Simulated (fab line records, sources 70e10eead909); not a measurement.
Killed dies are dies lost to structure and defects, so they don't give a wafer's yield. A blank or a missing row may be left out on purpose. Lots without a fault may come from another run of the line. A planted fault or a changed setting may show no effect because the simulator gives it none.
fab line records | flow nand_harc
record lots=13 wafers=39 last_day=35
route steps=1302 shown A_ZERO_WELL@405 A_ONON_D1@444 END@1302
lots that met no fault: from a run of the same line without faults
start_h: hours from the record's first day to the start of the lot's first wafer shown | wait_h: hours since the lot's step before | " the same as in the row above | L1.1+2: a row that stands for several wafers | - no value, or no start given | * or withheld: withheld | < > ~ a bound
route shown NAME@n: a module of which the file shows steps, and the number in the route of the first | usual: mean/standard deviation of fault-free wafers | same: alike in all rows | chamber/n: place in a boat | sites: the reading at each site | _std_site: their standard deviation | _edge_site: outer sites' mean less inner sites' | radius_mm: how far each site lies from the wafer's centre | mask NAME#n: copy n | behind: the tool/chamber that last shaped the wafer | hold: why the lot was held/for how many hours/how that ended | device: the transistor (n, p or np) that didn't switch | end of line: the same wafers' tests at the end of the route | a step without rows: its recipe alone | killed: dies lost to structure and defects at the first sort, not the wafer's yield | map: a wafer's dies, x killed, . not, _ none there
set.NAME: the setting as run; set.NAME@STEP: as run at that earlier step | model.NAME: the simulator's own value behind a step, which no gauge read
steps of the route over a sample of lots; a table a step, a row a wafer
services: from which hour (start_h, from the record's first day; less than 0 if before it) a tool's chamber was out of use, for how many hours, and why
## steps
# step NHARC_A_ZERO_WELL_ETCH_13
# recipe target_depth_a=1200 time_s=40.1 hbr_flow_sccm=150 cl2_flow_sccm=50 rf_w=400 icp_w=400 bias_w=100 chemistry=HBr/Cl2
# usual drypump_motor_current_A=5.8/0.48 mfc_cl2_sccm=50.00/0.15 oes_product_au=0.996/0.011 throttle_valve_pct=26.405/0.0087
# columns lot.wafer tool chamber start_h wait_h drypump_motor_current_A mfc_cl2_sccm oes_product_au rf_hours_counter_h throttle_valve_pct
L675.4 rie_si-04 2 146.37 - 6.5 49.95 0.991 1.0 26.398
L675.3 " 1 " " 5.3 50.11 1.012 1.0 26.393
L675.6 " 2 " " 6.5 49.93 0.995 - 26.385
L676.4 rie_si-02 0 155.45 - 4.9 49.87 0.993 0.3 26.412
L676.2 " 1 " " 5.4 50.08 1.009 0.4 26.413
L676.5 " 0 " " 4.9 49.86 0.988 - 26.416
L679.2 rie_si-02 0 192.08 - 4.9 50.17 0.977 0.6 26.404
L679.4 " 3 " " 5.6 50.23 1.004 0.5 26.412
L679.5 " 0 " " 4.9 49.87 0.975 - 26.410
L680.1 rie_si-02 1 203.38 - 5.4 49.88 1.003 0.7 26.408
L680.2 " 3 " " 5.6 50.34 1.013 0.6 26.397
L680.5 " 1 " " 5.5 50.16 0.998 - 26.417
L681.1 rie_si-04 2 206.93 - 6.5 50.13 0.992 0.2 26.394
L681.4 " 0 " " 6.4 49.89 1.013 0.3 26.390
L681.5 " 2 " " 6.5 49.84 0.997 - 26.415
L682.2 rie_si-03 2 230.12 - 5.7 49.88 1.016 0.0 26.413
L682.1 " 0 " " 6.4 49.90 0.992 0.0 26.417
L682.6 " 3 " " 5.8 50.01 0.991 - 26.406
L683.2 rie_si-02 1 233.55 - 5.5 50.23 1.006 0.9 26.412
L683.5 " 2 " " 6.2 49.94 0.983 - 26.406
L683.6 " 3 " " 5.6 50.18 1.005 - 26.417
L685.3 rie_si-03 3 245.81 - 5.8 49.89 0.995 0.1 26.409
L685.6 " 2 " " 5.7 49.70 0.989 - 26.406
L685.5 " 3 " " 5.8 50.03 0.985 - 26.409
L690.3 rie_si-04 1 299.19 - 5.3 49.89 0.997 0.8 26.406
L690.2 " 3 " " 5.6 50.09 0.995 0.9 26.402
L690.6 " 1 " " 5.3 50.21 1.000 - 26.426
L692.3 rie_si-04 2 327.58 - 6.5 49.98 1.000 1.0 26.393
L692.1 " 3 " " 5.6 50.05 0.992 1.0 26.390
L692.5 " 2 " " 6.5 49.91 0.996 - 26.399
L693.3 rie_si-03 0 331.35 - 6.4 49.89 0.994 0.6 26.395
L693.5 " 1 " " 6.1 50.30 1.003 - 26.389
L693.6 " 2 " " 5.7 50.00 0.989 - 26.410
L695.3 rie_si-03 3 354.62 - 5.8 50.10 0.991 0.8 26.389
L695.6 " 0 " " 6.4 50.15 0.992 - 26.398
L695.5 " 1 " " 6.2 50.14 1.004 - 26.397
L697.2 rie_si-03 1 370.73 - 6.2 49.76 1.002 1.0 26.411
L697.3 " 2 " " 5.7 50.27 0.992 1.0 26.399
L697.4 " 3 " " 5.8 50.10 1.012 0.9 26.405
# step NHARC_A_ZERO_WELL_RTA_16
# recipe temp_c=1000 time_s=10
# usual anneal_temp_c_max=1005.3/0.96 lamp_power_pct=28.1/1.1 lamp_zone_7_pct=28.6/1.1 wafer_temp_C_max=1006.4/1.3
# columns lot.wafer tool chamber start_h wait_h anneal_temp_c_max lamp_power_pct lamp_zone_7_pct wafer_temp_C_max
L675.3 rtp_anneal-01 0 147.37 0.2 1005.3 29.0 29.5 1006.4
L675.4 " 0 " " 1004.2 29.0 29.5 1006.3
L675.6 " 0 " " 1004.0 29.1 29.5 1006.0
L676.2 rtp_anneal-02 0 156.38 - 1005.3 26.8 27.3 1006.9
L676.4 " 0 " " 1006.0 26.8 27.3 1007.3
L676.5 " 0 " " 1006.5 26.9 27.3 1007.6
L679.2 rtp_anneal-02 0 193.05 0.1 1005.6 26.9 27.3 1005.6
L679.4 " 0 " " 1005.6 26.8 27.3 1007.6
L679.5 " 0 " " 1004.1 26.9 27.3 1007.0
L680.1 rtp_anneal-01 0 204.27 - 1003.8 29.0 29.5 1006.6
L680.2 " 0 " " 1005.3 29.1 29.5 1006.3
L680.5 " 0 " " 1004.8 29.1 29.6 1006.8
L681.1 rtp_anneal-02 0 207.84 - 1005.6 26.9 27.3 1007.2
L681.4 " 0 " " 1004.6 26.8 27.3 1005.6
L681.5 " 0 " " 1004.8 26.8 27.3 1007.9
L682.1 rtp_anneal-01 0 231.17 - 1007.1 29.0 29.5 1004.8
L682.2 " 0 " " 1003.8 29.0 29.5 1005.9
L682.6 " 0 " " 1004.1 29.1 29.5 1005.6
L683.2 rtp_anneal-01 0 234.44 - 1004.8 29.1 29.5 1007.2
L683.5 " 0 " " 1005.3 29.0 29.5 1006.7
L683.6 " 0 " " 1003.8 29.0 29.5 1004.5
L685.3 rtp_anneal-01 0 246.75 - 1004.6 29.0 29.5 1004.3
L685.5 " 0 " " 1004.1 29.1 29.5 1005.1
L685.6 " 0 " " 1004.8 29.0 29.6 1004.4
L690.2 rtp_anneal-01 0 300.14 - 1006.5 29.0 29.5 1007.5
L690.3 " 0 " " 1005.7 29.1 29.5 1007.1
L690.6 " 0 " " 1004.4 29.0 29.5 1005.8
L692.1 rtp_anneal-02 0 328.47 - 1005.4 26.9 27.3 1005.7
L692.3 " 0 " " 1008.2 26.9 27.3 1003.8
L692.5 " 0 " " 1004.6 26.9 27.3 1008.0
L693.3 rtp_anneal-02 0 332.27 - 1004.8 26.9 27.3 1008.2
L693.5 " 0 " " 1005.1 26.9 27.3 1006.2
L693.6 " 0 " " 1005.7 26.9 27.3 1006.8
L695.3 rtp_anneal-01 0 355.55 - 1006.9 29.0 29.5 1006.3
L695.5 " 0 " " 1005.2 29.0 29.5 1007.3
L695.6 " 0 " " 1006.6 29.0 29.5 1007.2
L697.2 rtp_anneal-01 0 371.66 - 1006.5 29.1 29.4 1005.5
L697.3 " 0 " " 1004.3 29.0 29.5 1006.4
L697.4 " 0 " " 1004.3 29.0 29.5 1008.3
# step NHARC_A_ONON_D1_DEP_28
# recipe target_thk_a=10000 n2_flow_sccm=2750 n2o_flow_sccm=2000 nh3_flow_sccm=500 sih4_flow_sccm=210 temp_c=400
# usual susceptor_temp_C=400.02/0.2
# columns lot.wafer tool chamber start_h wait_h susceptor_temp_C
L675.3 pecvd_onon-04 0 179.89 0.2 400.21
L675.4 " 0 " " 400.17
L675.6 " 0 " " 400.07
L676.2 pecvd_onon-04 0 193.66 0.1 399.90
L676.4 " 0 " " 400.12
L676.5 " 0 " " 399.79
L679.2 pecvd_onon-03 0 226.13 0.1 400.21
L679.4 " 0 " " 400.12
L679.5 " 0 " " 399.87
L680.1 pecvd_onon-04 0 238.08 0.1 400.09
L680.2 " 0 " " 400.07
L680.5 " 0 " " 400.12
L681.1 pecvd_onon-04 0 245.93 0.1 400.08
L681.4 " 0 " " 399.91
L681.5 " 0 " " 400.41
L682.1 pecvd_onon-03 0 266.68 0.1 400.24
L682.2 " 0 " " 400.21
L682.6 " 0 " " 400.19
L683.2 pecvd_onon-02 0 266.74 0.1 400.28
L683.5 " 0 " " 399.82
L683.6 " 0 " " 400.06
L685.3 pecvd_onon-02 0 280.00 0.2 399.95
L685.5 " 0 " " 399.79
L685.6 " 0 " " 400.34
L690.2 pecvd_onon-02 0 333.37 0.1 400.16
L690.3 " 0 " " 399.85
L690.6 " 0 " " 400.26
L692.1 pecvd_onon-04 0 361.89 0.1 399.77
L692.3 " 0 " " 399.99
L692.5 " 0 " " 400.10
L693.3 pecvd_onon-02 0 362.02 0.2 400.02
L693.5 " 0 " " 400.18
L693.6 " 0 " " 400.11
L695.3 pecvd_onon-04 0 388.10 0.3 400.11
L695.5 " 0 " " 400.42
L695.6 " 0 " " 400.02
L697.2 pecvd_onon-04 0 404.77 0.1 400.05
L697.3 " 0 " " 399.69
L697.4 " 0 " " 400.18
# step NHARC_A_ONON_D1_THK_MEAS_30
# recipe thk_meas_gauge=ellipsometry
# usual thk_nm=1001/13
# columns lot.wafer tool chamber start_h wait_h thk_nm
L675.3 film_metro-01 - 180.29 - 1001
L675.4 " - " " 1000
L675.6 " - " " 1001
L676.2 film_metro-01 - 194.11 - 1008
L676.4 " - " " 1009
L676.5 " - " " 1008
L679.2 film_metro-02 - 226.60 - 995
L679.4 " - " " 995
L679.5 " - " " 994
L680.1 film_metro-02 - 238.59 - 1014
L680.2 " - " " 1013
L680.5 " - " " 1015
L681.1 film_metro-01 - 246.44 - 977
L681.4 " - " " 976
L681.5 " - " " 976
L683.2 film_metro-02 - 267.19 - 977
L683.5 " - " " 979
L683.6 " - " " 978
L682.1 film_metro-01 - 267.19 - 1017
L682.2 " - " " 1016
L682.6 " - " " 1018
L685.3 film_metro-02 - 280.40 - 1021
L685.5 " - " " 1020
L685.6 " - " " 1021
L690.2 film_metro-01 - 333.82 - 1492
L690.3 " - " " 1491
L690.6 " - " " 1491
L692.1 film_metro-01 - 362.40 - 983
L692.3 " - " " 983
L692.5 " - " " 984
L693.3 film_metro-02 - 362.42 - 1492
L693.5 " - " " 1493
L693.6 " - " " 1493
L695.3 film_metro-01 - 388.49 - 1012
L695.5 " - " " 1013
L695.6 " - " " 1013
L697.2 film_metro-02 - 405.22 - 1009
L697.3 " - " " 1010
L697.4 " - " " 1011
# step NHARC_END_SORT_01
# recipe temp_c=25
# usual killed_at_array=62/22 killed_at_other=1.0/1.4 killed_at_periphery=4.2/2.8 killed_dies=67/23 killed_open=3.1/1.7 killed_short=2.1/1.5
# same gross_dies=677
# columns lot.wafer tool chamber start_h wait_h killed_at_array killed_at_other killed_at_periphery killed_dies killed_open killed_short
L690.2 prober-02 0 718.45 2.8 662 3 12 677 4 3
L690.3 prober-02 0 719.24 3.1 664 2 11 677 2 4
L690.6 prober-02 0 721.60 3.9 673 1 3 677 5 2
L693.3 prober-02 0 775.51 3.1 673 1 3 677 3 2
L693.5 prober-02 0 777.08 3.6 665 5 7 677 4 4
L693.6 prober-02 0 777.87 3.9 666 8 3 677 5 5
# killed by level:class
L690.2 A_ONON_D1:area_dep=619 A_CHANNEL_HOLE_D1:chamber_film_flake=22 P_CONTACT:chamber_film_flake=7 A_CONTACT:chamber_film_flake=7 A_SLIT:chamber_film_flake=6 A_STAIRCASE:chamber_film_flake=3 THIN_TSV:chamber_film_flake=3 P_CONTACT:geometric_particle:short=2
L690.3 A_ONON_D1:area_dep=618 A_CHANNEL_HOLE_D1:chamber_film_flake=27 A_CONTACT:chamber_film_flake=8 P_CONTACT:chamber_film_flake=7 A_STAIRCASE:chamber_film_flake=3 P_GATE:chamber_film_flake=2 A_SLIT:chamber_film_flake=2 THIN_TSV:chamber_film_flake=2
L690.6 A_ONON_D1:area_dep=628 A_CHANNEL_HOLE_D1:chamber_film_flake=26 A_CONTACT:chamber_film_flake=5 A_SLIT:chamber_film_flake=3 A_BLC:geometric_particle:open=2 P_CONTACT:chamber_film_flake=2 A_ONON_D1:geometric_particle:open=1 A_CHANNEL_FILL_D1:geometric_particle:short=1
L693.3 A_ONON_D1:area_dep=605 A_CHANNEL_HOLE_D2:chamber_film_flake=29 A_CHANNEL_HOLE_D1:chamber_film_flake=18 A_SLIT:chamber_film_flake=5 A_STAIRCASE:chamber_film_flake=3 P_ZERO_WELL:chamber_film_flake=2 A_ZERO_WELL:chamber_film_flake=2 A_CHANNEL_FILL_D1:chamber_film_flake=2
L693.5 A_ONON_D1:area_dep=607 A_CHANNEL_HOLE_D2:chamber_film_flake=27 A_CHANNEL_HOLE_D1:chamber_film_flake=12 A_SLIT:chamber_film_flake=6 THIN_TSV:chamber_film_flake=5 A_ONON_D2:geometric_particle:open=2 P_ZERO_WELL:chamber_film_flake=2 A_ZERO_WELL:chamber_film_flake=2
L693.6 A_ONON_D1:area_dep=600 A_CHANNEL_HOLE_D2:chamber_film_flake=28 A_CHANNEL_HOLE_D1:chamber_film_flake=15 THIN_TSV:chamber_film_flake=8 A_ZERO_WELL:chamber_film_flake=3 A_STAIRCASE:chamber_film_flake=3 A_SLIT:chamber_film_flake=3 A_CONTACT:chamber_film_flake=3
## services
# columns tool chamber start_h hours kind
rie_si-03 2 126.11 9.4 repair
pecvd_onon-04 - 130.30 13.0 pm
rie_si-04 - 165.00 9.0 pm
pecvd_onon-02 - 185.26 13.0 pm
rie_si-03 - 221.00 9.0 pm
rie_si-03 0 221.00 9.0 vent_cycle
rie_si-03 1 221.00 9.0 vent_cycle
pecvd_onon-03 - 227.00 13.0 pm
rie_si-03 0 254.26 8.8 repair
rie_si-02 - 277.00 9.0 pm
pecvd_onon-03 - 306.54 2.1 repair
rie_si-03 3 308.52 10.6 repair
pecvd_onon-02 - 309.62 2.4 repair
pecvd_onon-04 - 311.39 13.0 pm
rie_si-03 2 316.02 7.8 repair
rie_si-04 2 318.98 4.1 repair
rie_si-04 3 321.14 4.5 repair
rie_si-02 3 326.98 8.3 repair
rie_si-02 0 337.09 8.3 repair
rie_si-04 - 342.00 9.0 pm
pecvd_onon-02 - 366.51 13.0 pm
rtp_anneal-01 - 372.00 12.0 pm
rie_si-04 3 382.01 4.3 repair
rie_si-03 - 398.00 9.0 pm
## key
first_sign step=NHARC_A_ONON_D1_THK_MEAS_30 reading=thk_nm direction=up sigmas=38 usual=1001 struck=1492
effect step=NHARC_END_SORT_01 reading=killed_at_array direction=up sigmas=27 usual=62 struck=667
more_kills_born_at NHARC_A_ONON_D1_DEP_28@pecvd_onon-02=3677
met_at NHARC_A_ONON_D1_DEP_28
struck_lots L690,L693
struck_wafers L690.2,L690.3,L690.6,L693.3,L693.5,L693.6
later_rows_left_out L690.2,L690.3,L690.6,L693.3,L693.5,L693.6
tester_left_out L690,L693
not_acting_at NHARC_A_ZERO_WELL_ETCH_13,NHARC_A_ZERO_WELL_RTA_16
onset_between 280.00 333.37
fault kind=process_parameter_drift tool=pecvd_onon-02 chamber=0 onset_h=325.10 steps=NHARC_A_ONON_D1_DEP_28 channel=target_thk_a offset=* shape=step end_h=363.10 acts_in=* stated=*
# tester_left_out: of these lots the tester's yield and bins aren't shown, on N5 and GAA mostly nor the transistor test; their killed dies are dies lost to structure and defects alone, not to doping, threshold or leakage, so they don't give the yield
# later_rows_left_out: the simulator's readings of these wafers behind a module that went badly wrong aren't trusted and aren't shown, but for the sort
